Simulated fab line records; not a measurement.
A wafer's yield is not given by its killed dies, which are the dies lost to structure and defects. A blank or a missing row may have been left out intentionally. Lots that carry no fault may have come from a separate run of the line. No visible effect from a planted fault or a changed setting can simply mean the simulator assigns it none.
fab line records | flow n5Finfet
record lots=4 | wafers=12 | lastDay=17
route steps=1938 shown MOL_CONTACT_COAG@569 BEOL_M4@1111 PASSIVATION@1936
lots untouched by any fault: they come from a run of this same line in which no faults occurred
startH: hours from the record's first day to the start of the lot's first wafer shown | waitH: hours since the lot's step before | " unchanged from the row above | L1.1+2: a single row standing in for several wafers | - no value, or no start was given | * or withheld: withheld | < > ~ a bound
route shown NAME@n: a module of which the file shows steps, and the number in the route of the first | usual: the fault-free wafers' mean and standard deviation | same: alike in all rows | chamber/n: place in a boat | sites: the reading at each site | _std_site: the standard deviation of these | _edge_site: outer sites' mean less inner sites' | radiusMm: how far each site lies from the wafer's centre | mask NAME#n: copy n | behind: tool/chamber where the wafer was last shaped | hold: why the lot went on hold/how many hours it stayed there/how the hold came to an end | device: the transistor (n, p or np) that didn't switch | end of line: the same wafers' tests at the end of the route | a step with no rows: only its recipe | killed: the dies lost at the first sort to structure and to defects; this is not the yield of the wafer | map: per-die view of a wafer (x killed, . not killed, _ where there is no die)
set.NAME: the run value of the setting; set.NAME@STEP: its run value at that earlier step | model.NAME: the simulator's own value behind a step, which no gauge read
lots at selected steps of the route; one table per step, one row per wafer
## steps
# step N5_MOL_CONTACT_COAG_SOFTBAKE_79
# recipe tempC=110 | timeS=60 | resist=CAR-EUV
# step N5_MOL_CONTACT_COAG_EXPOSE_81
# recipe maskId=VG | na=0.33 | sourceShape=annular | sigmaInner=0.3 | sigmaOuter=0.7 | polarization=unpolarized | defocusNm=0 | doseMj=59.5
# step N5_MOL_CONTACT_COAG_PEB_82
# recipe pebTempC=100 | pebTimeS=60 | resist=CAR-EUV
# step N5_MOL_CONTACT_COAG_DEVELOP_83
# recipe developTimeS=30 | developer=TMAH | resist=CAR-EUV | rinseLiquid=surfactantRinse | dry=airSpin | devTempC=23
# step N5_MOL_CONTACT_COAG_DESCUM_88
# recipe chemistry=O2 | timeS=7 | sourcePowerW=50 | biasPowerW=20 | pressureMtorr=20 | rfFrequencyHz=2.712e+07 | tempC=40 | resist=CAR-EUV | o2FlowSccm=225
# step N5_MOL_CONTACT_COAG_ETCH_89
# recipe chemistry=N2/H2 | target=underlayer | targetDepthA=130 | maskMaterial=CAR-EUV | timeS=10.4 | ionEnergyEv=200 | pressureMtorr=30 | sourceW=840 | biasW=150 | n2FlowSccm=200 | h2FlowSccm=200 | ends=cleared
# step N5_MOL_CONTACT_COAG_ETCH_90
# recipe chemistry=CF4 | target=SiARC | targetDepthA=130 | maskMaterial=CAR-EUV | timeS=21.7 | ionEnergyEv=80 | pressureMtorr=40 | sourceW=545 | biasW=36 | Ar_flow_sccm=100 | cf4FlowSccm=100 | ends=cleared
# step N5_MOL_CONTACT_COAG_ALD_131
# recipe material=SiO2 | targetThkA=50 | tempC=100 | aldPrecursorFamily=BDEAS | aldCoReactant=O2-plasma | pulseTimeS=1 | coReactantPulseTimeS=1 | purgeTimeS=2 | coReactantPurgeTimeS=2 | aldCycles=35 | pressureTorr=2
# step N5_MOL_CONTACT_COAG_ETCHBACK_132
# recipe chemistry=CHF3 | target=SiO2 | targetDepthA=100 | timeS=6.7 | ionEnergyEv=200 | pressureMtorr=30 | sourceW=610 | biasW=170 | Ar_flow_sccm=200 | CHF3_flow_sccm=50
# step N5_MOL_CONTACT_COAG_ETCH_91
# recipe chemistry=N2/H2 | target=SOC | targetDepthA=600 | overetchA=210 | maskMaterial=SiARC | tempC=40 | timeS=101.2 | ionEnergyEv=200 | pressureMtorr=30 | sourceW=840 | biasW=150 | n2FlowSccm=200 | h2FlowSccm=200
# usual drypumpMotorCurrentA=5.5/0.44 | oesProductAu=0.68/0.072 | rfVppV=524.4/2.4 | showerheadPlenumPTorr=2.56/0.082 | throttleValvePct=17.92/0.26
lot.wafer | tool       | chamber | startH | waitH | drypumpMotorCurrentA | oesProductAu | rfHoursCounterH | rfVppV | showerheadPlenumPTorr | throttleValvePct | model.SiARC_of_MOL_CONTACT_COAG_COAT_76.thkNm
L396.2    | rieDiel-04 | 2       | 196.22 | 0.0   | 5.7                  | 0.75         | 25              | 524.5  | 2.60                  | 18.18            | 5.8
L396.3    | "          | 0       | "      | "     | 5.5                  | 0.74         | 41              | 526.1  | 2.59                  | 17.93            | 5.6
L396.5    | "          | 3       | "      | "     | 5.4                  | 0.66         | -               | 525.2  | 2.57                  | 17.93            | 5.8
L397.3    | rieDiel-04 | 0       | 206.21 | 0.0   | 5.5                  | 0.74         | 43              | 526.4  | 2.59                  | 17.93            | 3.6
L397.4    | "          | 1       | "      | "     | 4.7                  | 0.58         | 240             | 523.5  | 2.49                  | 17.94            | 4
L397.6    | "          | 1       | "      | "     | 4.7                  | 0.58         | -               | 522.5  | 2.49                  | 17.94            | 4
L399.2    | rieDiel-04 | 0       | 208.75 | 0.0   | 5.5                  | 0.74         | 44              | 525.9  | 2.59                  | 17.90            | 5.6
L399.4    | "          | 1       | "      | "     | 4.8                  | 0.57         | 241             | 521.5  | 2.49                  | 17.95            | 4
L399.5    | "          | 3       | "      | "     | 5.4                  | 0.67         | -               | 524.7  | 2.57                  | 17.95            | 5.8
L402.1    | rieDiel-01 | 3       | 226.13 | 0.0   | 6.2                  | 0.67         | 114             | 528.4  | 2.67                  | 18.29            | 5.8
L402.4    | "          | 0       | "      | "     | 5.9                  | 0.78         | 26              | 525.8  | 2.60                  | 17.60            | 5.8
L402.5    | "          | 3       | "      | "     | 6.2                  | 0.67         | -               | 526.2  | 2.67                  | 18.29            | 5.8
# step N5_MOL_CONTACT_COAG_STRIP_92
# recipe chemistry=N2/H2 | tempC=40 | n2FlowSccm=200 | h2FlowSccm=200 | rfFrequencyHz=6e+07
# step N5_MOL_CONTACT_COAG_STRIP_93
# recipe chemistry=N2/H2 | tempC=40 | n2FlowSccm=200 | h2FlowSccm=200 | rfFrequencyHz=6e+07
# step N5_MOL_CONTACT_COAG_ETCHBACK_135
# recipe chemistry=CHF3 | target=SiO2 | targetDepthA=250 | timeS=16.7 | ionEnergyEv=200 | pressureMtorr=30 | sourceW=610 | biasW=170 | Ar_flow_sccm=200 | CHF3_flow_sccm=50
# step N5_MOL_CONTACT_COAG_STRIP_118
# recipe chemistry=CHF3 | resist=SiARC | rfFrequencyHz=6e+07
# step N5_MOL_CONTACT_COAG_VIA_ETCH_46
# recipe chemistry=C4F6/O2 | targetDepthA=460 | overetchA=92 | maskMaterial=SOC | target=SiO2 | biasW=455 | pressureMtorr=10 | timeS=40 | sourceW=325 | Ar_flow_sccm=300 | C4F6_flow_sccm=10 | O2_flow_sccm=10 | ionEnergyEv=575.3 | ends=endPoint
# step N5_MOL_CONTACT_COAG_STRIP_96
# recipe chemistry=N2/H2 | powerW=500 | tempC=40 | pressureMtorr=50 | rfFrequencyHz=6e+07 | overashFraction=0.3 | biasPowerW=28 | h2Frac=0.5 | n2FlowSccm=300 | h2FlowSccm=300
# step N5_MOL_CONTACT_COAG_ETCH_47
# recipe chemistry=CH3F/O2 | target=SiNx | targetDepthA=270 | maskMaterial=SiO2 | stopOn=W | overEtchFrac=0.2 | ionEnergyEv=120 | endpoint=OES-CN | pressureMtorr=30 | sourceW=395 | biasW=73 | Ar_flow_sccm=150 | CH3F_flow_sccm=30 | O2_flow_sccm=20 | ends=endPoint
# step N5_MOL_CONTACT_COAG_STRIP_119
# recipe chemistry=N2/H2 | timeS=30 | powerW=1000 | tempC=250 | pressureMtorr=withheld | n2FlowSccm=1750 | h2FlowSccm=3250
# step N5_MOL_CONTACT_COAG_PRECLEAN_144
# recipe chemistry=alkalineClean | tempC=60 | timeS=60 | doPpb=50
# step N5_MOL_CONTACT_COAG_SRD_145
# recipe dry=ipaMarangoni | timeS=30 | tempC=23 | rinseLiquid=diw
# step N5_MOL_CONTACT_COAG_CD_MEAS_137
# recipe targetCdNm=16
# usual cdNm=16.0/0.3
lot.wafer | tool     | chamber | startH | waitH | cdNm
L396.2    | cdSem-03 | -       | 197.01 | 0.0   | 15.5
L396.3    | "        | -       | "      | "     | 16.0
L396.5    | "        | -       | "      | "     | 16.1
L397.3    | cdSem-02 | -       | 206.67 | 0.0   | 17.1
L397.4    | "        | -       | "      | "     | 16.9
L397.6    | "        | -       | "      | "     | 16.8
L399.2    | cdSem-01 | -       | 209.21 | 0.0   | 16.4
L399.4    | "        | -       | "      | "     | 17.3
L399.5    | "        | -       | "      | "     | 16.0
L402.1    | cdSem-03 | -       | 226.58 | 0.0   | 15.9
L402.4    | "        | -       | "      | "     | 15.9
L402.5    | "        | -       | "      | "     | 15.8
# step N5_MOL_CONTACT_COAG_COAT_62
# recipe resist=SOC | tempC=250 | timeS=60 | spinRpm=1500 | resistThkNm=60
# step N5_BEOL_M4_RC_MEAS_101
# usual DIBL_N=36.4/1.5 | DIBL_P=36.4/1.6 | IOFF_N=0.164/0.025 | IOFF_P=0.214/0.028 | ION_N=675/9.9 | ION_P=463/6.5 | SS_N=71.5/0.5 | SS_P=73.3/0.56 | VT_N=249.2/2.7 | VT_P=-250.1/2.8
lot.wafer | tool      | chamber | startH | waitH | DIBL_N[mV/V] | DIBL_P[mV/V] | IOFF_N[nA/um] | IOFF_P[nA/um] | ION_N[uA/um] | ION_P[uA/um] | SS_N[mV/dec] | SS_P[mV/dec] | VT_N[mV] | VT_P[mV]
L396.2    | prober-02 | 0       | 265.09 | 0.2   | 36.7         | 35.9         | 0.172         | 0.212         | 678          | 460          | 71.6         | 73.2         | 250.0    | -252.2
L396.3    | "         | 0       | "      | "     | 35.6         | 34.0         | 0.149         | 0.185         | 679          | 466          | 71.0         | 72.5         | 251.9    | -249.8
L396.5    | "         | 0       | "      | "     | 35.6         | 34.0         | 0.141         | 0.182         | 669          | 457          | 71.2         | 72.2         | 252.1    | -252.6
L397.3    | prober-02 | 0       | 270.10 | 0.7   | 34.1         | 33.4         | 0.139         | 0.180         | 680          | 469          | 70.3         | 73.1         | 249.9    | -253.1
L397.4    | "         | 0       | "      | "     | 36.8         | 36.7         | 0.181         | 0.211         | 686          | 466          | 70.4         | 73.2         | 247.8    | -249.4
L397.6    | "         | 0       | "      | "     | 35.2         | 35.4         | 0.157         | 0.195         | 676          | 469          | 70.7         | 72.9         | 247.9    | -250.3
L399.2    | prober-02 | 0       | 276.93 | 0.2   | 37.1         | 37.2         | 0.163         | 0.237         | 665          | 459          | 72.0         | 73.6         | 247.4    | -248.3
L399.4    | "         | 0       | "      | "     | 35.5         | 34.9         | 0.144         | 0.205         | 674          | 461          | 71.7         | 73.4         | 250.9    | -248.5
L399.5    | "         | 0       | "      | "     | 38.8         | 38.8         | 0.211         | 0.275         | 687          | 469          | 71.7         | 74.8         | 244.4    | -245.7
L402.1    | prober-02 | 0       | 291.48 | 0.0   | 35.6         | 35.2         | 0.155         | 0.181         | 667          | 458          | 72.2         | 73.3         | 249.0    | -252.2
L402.4    | "         | 0       | "      | "     | 35.3         | 35.7         | 0.161         | 0.185         | 686          | 469          | 71.6         | 72.5         | 249.0    | -252.1
L402.5    | "         | 0       | "      | "     | 33.9         | 32.8         | 0.131         | 0.148         | 667          | 453          | 71.3         | 72.8         | 250.3    | -256.1
# step N5_PASSIVATION_PROBE_49
# usual defectLimitedYield=91.1/1.4 | killed_at_M0_to_M3=35/8.7 | killed_at_M4_up=14/5.3 | killedAtContacts=12/6.2 | killedAtFrontEnd=41/12 | killedAtOther=3.4/2.6 | killedDies=105/16 | killedOpen=67/13 | killedShort=36/7.3 | sort_bin_5_function=5.2/0.96 | sort_bin_6_memory=3.3/0.6 | sortNPass=1075/16 | sortYieldPct=91.1/1.4
# same grossDies=1180 | killedAtBackSide=0 | sort_bin_4_leakage[%]=0 | sort_bin_8_speed[%]=0
lot.wafer | tool      | chamber | startH | waitH | defectLimitedYield[%] | killed_at_M0_to_M3 | killed_at_M4_up | killedAtContacts | killedAtFrontEnd | killedAtOther | killedDies | killedOpen | killedShort | sort_bin_5_function[%] | sort_bin_6_memory[%] | sortNPass | sortYieldPct[%]
L396.2    | prober-02 | -       | 368.35 | 0.1   | 90.9                  | 33                 | 19              | 17               | 32               | 6             | 107        | 78         | 29          | 4.8                    | 4.1                  | 1073      | 90.9
L396.3    | prober-02 | -       | 368.40 | 0.1   | 90.8                  | 40                 | 27              | 10               | 28               | 4             | 109        | 76         | 32          | 5.3                    | 3.3                  | 1071      | 90.8
L396.5    | prober-02 | -       | 368.50 | 0.2   | 92.5                  | 20                 | 12              | 10               | 42               | 4             | 88         | 60         | 28          | 5.1                    | 2.4                  | 1092      | 92.5
L399.2    | prober-02 | -       | 385.53 | 0.1   | 88.7                  | 34                 | 15              | 20               | 63               | 1             | 133        | 85         | 48          | 6.5                    | 4.1                  | 1047      | 88.7
L399.4    | prober-02 | -       | 385.63 | 0.2   | 90.3                  | 44                 | 9               | 9                | 42               | 11            | 115        | 79         | 31          | 5.1                    | 4.2                  | 1065      | 90.3
L399.5    | prober-02 | -       | 385.68 | 0.2   | 92.3                  | 22                 | 13              | 8                | 40               | 8             | 91         | 49         | 41          | 4.1                    | 2.9                  | 1089      | 92.3
L402.1    | prober-01 | -       | 402.36 | 0.0   | 92.8                  | 25                 | 7               | 13               | 36               | 4             | 85         | 57         | 28          | 4.2                    | 2.7                  | 1095      | 92.8
L402.4    | prober-01 | -       | 402.51 | 0.2   | 91.1                  | 37                 | 12              | 12               | 43               | 1             | 105        | 74         | 30          | 4.6                    | 3.8                  | 1075      | 91.1
L402.5    | prober-01 | -       | 402.56 | 0.2   | 91.7                  | 44                 | 10              | 11               | 24               | 9             | 98         | 58         | 37          | 4.3                    | 3.5                  | 1082      | 91.7
# killed by level:class
L396.2 MOL_CONTACT_COAG:geometricParticle:open=15 BEOL_M3:geometricParticle:open=9 FIN_SAQP:geometricParticle:open=7 BEOL_M0:geometricParticle:open=7 DUMMY_GATE:geometricParticle:open=6 BEOL_M4:geometricParticle:open=6 STI_FIN_REVEAL:geometricParticle:open=5 BEOL_M0_SAQP:geometricParticle:short=4
L396.3 BEOL_M4:geometricParticle:open=15 MOL_CONTACT_COAG:geometricParticle:open=8 BEOL_M3:geometricParticle:open=7 BEOL_M0_SAQP:geometricParticle:short=7 DUMMY_GATE:geometricParticle:open=6 BEOL_M2:geometricParticle:open=6 BEOL_M4:geometricParticle:short=6 STI_FIN_REVEAL:geometricParticle:open=5
L396.5 FIN_SAQP:geometricParticle:open=15 FIN_SAQP:geometricParticle:short=7 MOL_CONTACT_COAG:geometricParticle:open=7 BEOL_M3:geometricParticle:open=6 STARTING-WAFER:geometricParticle:open=6 STI_FIN_REVEAL:geometricParticle:open=5 BEOL_M1:geometricParticle:short=5 BEOL_M4:geometricParticle:open=4
L399.2 FIN_SAQP:geometricParticle:short=17 MOL_CONTACT_COAG:geometricParticle:open=17 FIN_SAQP:geometricParticle:open=15 BEOL_M0_SAQP:geometricParticle:short=14 STI_FIN_REVEAL:geometricParticle:open=10 BEOL_M0_SAQP:geometricParticle:open=8 BEOL_M4:geometricParticle:open=7 BEOL_M5:geometricParticle:open=7
L399.4 FIN_SAQP:geometricParticle:short=11 FIN_SAQP:geometricParticle:open=10 BEOL_M3:geometricParticle:open=10 MOL_CONTACT_COAG:geometricParticle:open=9 BEOL_M2:geometricParticle:open=9 STI_FIN_REVEAL:geometricParticle:open=7 BEOL_M0_SAQP:geometricParticle:open=7 BEOL_M0_SAQP:geometricParticle:short=6
L399.5 FIN_SAQP:geometricParticle:short=16 STI_FIN_REVEAL:geometricParticle:open=9 BEOL_M0_SAQP:geometricParticle:open=8 MOL_CONTACT_COAG:geometricParticle:open=6 BEOL_M0_SAQP:geometricParticle:short=6 FIN_SAQP:geometricParticle:open=5 BEOL_M5:geometricParticle:open=5 STARTING-WAFER:geometricParticle:short=4
L402.1 MOL_CONTACT_COAG:geometricParticle:open=10 FIN_SAQP:geometricParticle:open=9 BEOL_M0_SAQP:geometricParticle:open=8 STI_FIN_REVEAL:geometricParticle:open=7 STARTING-WAFER:geometricParticle:short=6 BEOL_M0_SAQP:geometricParticle:short=5 BEOL_M3:geometricParticle:open=4 BEOL_M1:geometricParticle:open=4
L402.4 MOL_CONTACT_COAG:geometricParticle:open=12 BEOL_M0_SAQP:geometricParticle:open=12 STI_FIN_REVEAL:geometricParticle:open=11 BEOL_M4:geometricParticle:open=9 GATE_CUT:geometricParticle:short=8 BEOL_M1:geometricParticle:open=7 BEOL_M0_SAQP:geometricParticle:short=7 BEOL_M3:geometricParticle:open=5
L402.5 BEOL_M0_SAQP:geometricParticle:short=14 BEOL_M2:geometricParticle:open=11 MOL_CONTACT_COAG:geometricParticle:open=9 BEOL_M0_SAQP:geometricParticle:open=9 BEOL_M3:geometricParticle:open=5 STI_FIN_REVEAL:geometricParticle:open=4 STARTING-WAFER:geometricParticle:short=4 STARTING-WAFER:geometricParticle:open=3
## key
firstSign step=N5_MOL_CONTACT_COAG_CD_MEAS_137 | reading=cdNm | direction=up | sigmas=3.4 | usual=16.0 | struck=17.0
effect none on later readings
modelEffect step=N5_MOL_CONTACT_COAG_ETCH_91 | value=SiARC_of_MOL_CONTACT_COAG_COAT_76.thkNm | without=5.8 | struck=3.9
metAt N5_MOL_CONTACT_COAG_ETCH_91
struckWafers L397.3,L397.4,L397.6,L399.4
onsetBetween 196.22 206.21
fault kind=processParameterDrift | tool=rieDiel-04 | chamber=- | onsetH=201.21 | steps=N5_MOL_CONTACT_COAG_ETCH_91 | channel=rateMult | offset=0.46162 | shape=step | endH=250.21 | scope=struckWafersOnly
